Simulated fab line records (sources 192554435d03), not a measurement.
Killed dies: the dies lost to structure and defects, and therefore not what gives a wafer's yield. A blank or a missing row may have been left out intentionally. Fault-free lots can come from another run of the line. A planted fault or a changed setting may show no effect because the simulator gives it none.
Chamber matching :: flow n5 finfet :: N5_BEOL_M10_DEP_56 on pecvd-04: 3 sister chambers
The step deposits SiCN from 3MS/NH3, target thk 15 nm, time 26.5 s. 3 wafers are shown with their chamber, then 11 later ones without.

== WAFERS PAIRED WITH THEIR CHAMBERS ==
wafer: L088.4
chamber: 1
showerhead plenum p Torr (Torr): 3.662

wafer: L088.5
chamber: 2
showerhead plenum p Torr (Torr): 3.650

wafer: L089.3
chamber: 0
showerhead plenum p Torr (Torr): 3.673

== WAFERS MISSING THEIR CHAMBER ==
wafer: L089.5
showerhead plenum p Torr (Torr): 3.664

wafer: L089.6
showerhead plenum p Torr (Torr): 3.667

wafer: L092.2
showerhead plenum p Torr (Torr): 3.654

wafer: L092.3
showerhead plenum p Torr (Torr): 3.667

wafer: L092.4
showerhead plenum p Torr (Torr): 3.675

wafer: L095.2
showerhead plenum p Torr (Torr): 3.670

wafer: L095.3
showerhead plenum p Torr (Torr): 3.661

wafer: L095.4
showerhead plenum p Torr (Torr): 3.669

wafer: L096.3
showerhead plenum p Torr (Torr): 3.668

wafer: L096.5
showerhead plenum p Torr (Torr): 3.676

wafer: L096.6
showerhead plenum p Torr (Torr): 3.659

== WHICH CHAMBER EACH WENT THROUGH ==
wafer: L089.5
from the rows above: can't be placed: 1 or 0
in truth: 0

wafer: L089.6
from the rows above: can't be placed: 1 or 0
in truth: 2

wafer: L092.2
from the rows above: can't be placed: 2 or 1
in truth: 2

wafer: L092.3
from the rows above: can't be placed: 1 or 0
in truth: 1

wafer: L092.4
from the rows above: 0
in truth: 0

wafer: L095.2
from the rows above: can't be placed: 0 or 1
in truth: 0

wafer: L095.3
from the rows above: 1
in truth: 1

wafer: L095.4
from the rows above: can't be placed: 0 or 1
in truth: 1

wafer: L096.3
from the rows above: can't be placed: 0 or 1
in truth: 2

wafer: L096.5
from the rows above: 0
in truth: 0

wafer: L096.6
from the rows above: can't be placed: 1 or 2
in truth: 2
Correctly placed: 3 of 11. Can't be placed from these rows: 8 (the true chamber is among the candidates in 6). 0 placed wrongly.
How it was worked out, from the rows above alone: a wafer's distance from a chamber is the root of the sum, over the readings, of the square of ((its reading less the chamber's mean) divided by the reading's scatter). If the next closest chamber is less than 2 further off than the closest, the wafer can't be placed; otherwise it belongs to the closest. For every chamber, the mean is computed from those of its wafers that are shown. The scatter: with one shown wafer a chamber, the root of the mean of the squares of how far each hidden wafer lies from its nearest shown one.
